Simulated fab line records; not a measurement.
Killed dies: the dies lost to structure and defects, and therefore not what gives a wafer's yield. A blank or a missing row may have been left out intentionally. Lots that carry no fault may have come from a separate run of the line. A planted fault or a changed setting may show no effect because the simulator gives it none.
8D (eight disciplines) problem report, filled in by code | flow n5-finfet | the parts of the form that need people (team, actions taken, sign-off) are left out

## 1. THE ISSUE
At N5_BEOL_M15_SPUTTER_43, cathode-dc-power-W averages 14390 W over 9 wafers from 3 lots, while fault-free wafers read 15000 W, standard deviation 2.8. That is -99 or more standard deviations from the usual mean.
The step: material TaN, target thk 15 nm, time 24.19 s.
Seen first at day 14 06:57 on pvd-sputter-01, wafer L350.1. Wafers with a number at this step in the record: 21, from 7 lots. Rule for "out" (also "out of limits"): further than 4 standard deviations from the usual mean. The other wafers with a number count as sound.

## 2. WHAT IT IS, WHAT IT ISN'T
question                    | is                     | is not
which readings at this step | cathode-dc-power-W     | throttle-valve-pct
which lots                  | L350, L351, L353       | L339, L356, L360, L361
which wafers of those lots  | all that have a number | -
read on which tools         | pvd-sputter-01         | pvd-sputter-03
when                        | from day 14 06:57      | up to then (3 sound wafers); but 9 sound wafers of L356, L360, L361 came after

## 3. THE SUSPECTS, EACH WITH WHAT RULES IT OUT
Counting: a tool at a process step up to the reading stays a suspect if it ran every lot that is out and no sound lot after the first of them.
- pvd-sputter-01 at N5_BEOL_M15_DEGAS_41 (time 60 s): ruled out as a lasting fault. After its first lot that is out, L350 (day 14 06:52), sound lots L360 ran on it.
- pvd-sputter-01 at N5_BEOL_M15_PRE_CLEAN_42 (time 30 s): ruled out as a lasting fault. After its first lot that is out, L350 (day 14 06:55), sound lots L360 ran on it.
- pvd-sputter-01 at N5_BEOL_M15_SPUTTER_43 (material TaN, target thk 15 nm, time 24.19 s): ruled out as a lasting fault. After its first lot that is out, L350 (day 14 06:57), sound lots L360 ran on it.
Left after counting: nothing in the record.

## 4. THE CAUSE (what the simulator had put in)
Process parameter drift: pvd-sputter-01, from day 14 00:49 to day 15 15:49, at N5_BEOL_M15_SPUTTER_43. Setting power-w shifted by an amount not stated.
Counting ruled it out, wrongly.

## 5. SEQUENCE OF EFFECTS, ordered by route
One row per reading whose mean, taken over the struck wafers that have a number, lies over 3 standard deviations from the usual. Only readings whose record carries a usual standard deviation are examined. hours: median over the lots of the time between each lot's start at the first step of this table that gives one and its start at this step. sigmas: the change, counted in usual standard deviations.
hours | step                   | reading            | usual   | on struck wafers | change | sigmas
0     | N5_BEOL_M15_SPUTTER_43 | cathode-dc-power-W | 15000 W | 14390            | -610   | -99 or more
The process steps in it:
- N5_BEOL_M15_SPUTTER_43: material TaN, target thk 15 nm, time 24.19 s.

## 6. WHAT WOULD HAVE CAUGHT IT SOONER
The fault began at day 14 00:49; the first out-of-limits reading in this record came at day 14 06:57, 6 hours later.
